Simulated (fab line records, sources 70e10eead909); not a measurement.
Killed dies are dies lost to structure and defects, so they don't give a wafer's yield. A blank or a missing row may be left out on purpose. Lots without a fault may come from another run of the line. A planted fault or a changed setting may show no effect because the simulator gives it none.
Chamber matching | flow nand_harc | NHARC_A_WL_FILL_CMP_12 on cmp-03: 4 sister chambers
The step polishes, t overpolish 30 s, target thk 100 nm. 4 wafers are shown with their chamber, then 8 later ones without.

WAFERS WITH THEIR CHAMBER
wafer  | chamber | motor_current_A (A)
L081.3 | 0       | 12.5
L083.3 | 3       | 10.8
L083.5 | 1       | 12.8
L087.1 | 2       | 10.9

WAFERS WITHOUT THEIR CHAMBER
wafer  | motor_current_A (A)
L087.3 | 11.1
L087.4 | 12.8
L095.2 | 11.2
L095.4 | 12.9
L095.5 | 13.8
L097.2 | 13.8
L097.3 | 11.2
L097.6 | 10.1

WHICH CHAMBER EACH WENT THROUGH
wafer  | from the rows above          | in truth
L087.3 | can't be placed: 2 or 3      | 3
L087.4 | can't be placed: 1 or 0      | 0
L095.2 | can't be placed: 2 or 3 or 0 | 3
L095.4 | can't be placed: 1 or 0      | 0
L095.5 | can't be placed: 1 or 0      | 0
L097.2 | can't be placed: 1 or 0      | 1
L097.3 | can't be placed: 2 or 3 or 0 | 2
L097.6 | can't be placed: 3 or 2      | 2
Placed correctly: 0 of 8. Can't be placed from these rows: 8 (the true chamber is among the candidates in 8). Placed wrongly: 0.
How it was worked out, from the rows above alone: a wafer's distance from a chamber is the root of the sum, over the readings, of the square of ((its reading less the chamber's mean) divided by the reading's scatter). The wafer belongs to the nearest chamber; if the next one is less than 2 further off, it can't be placed. A chamber's mean is the mean of its shown wafers. The scatter: with one shown wafer a chamber, the root of the mean of the squares of how far each hidden wafer lies from its nearest shown one.
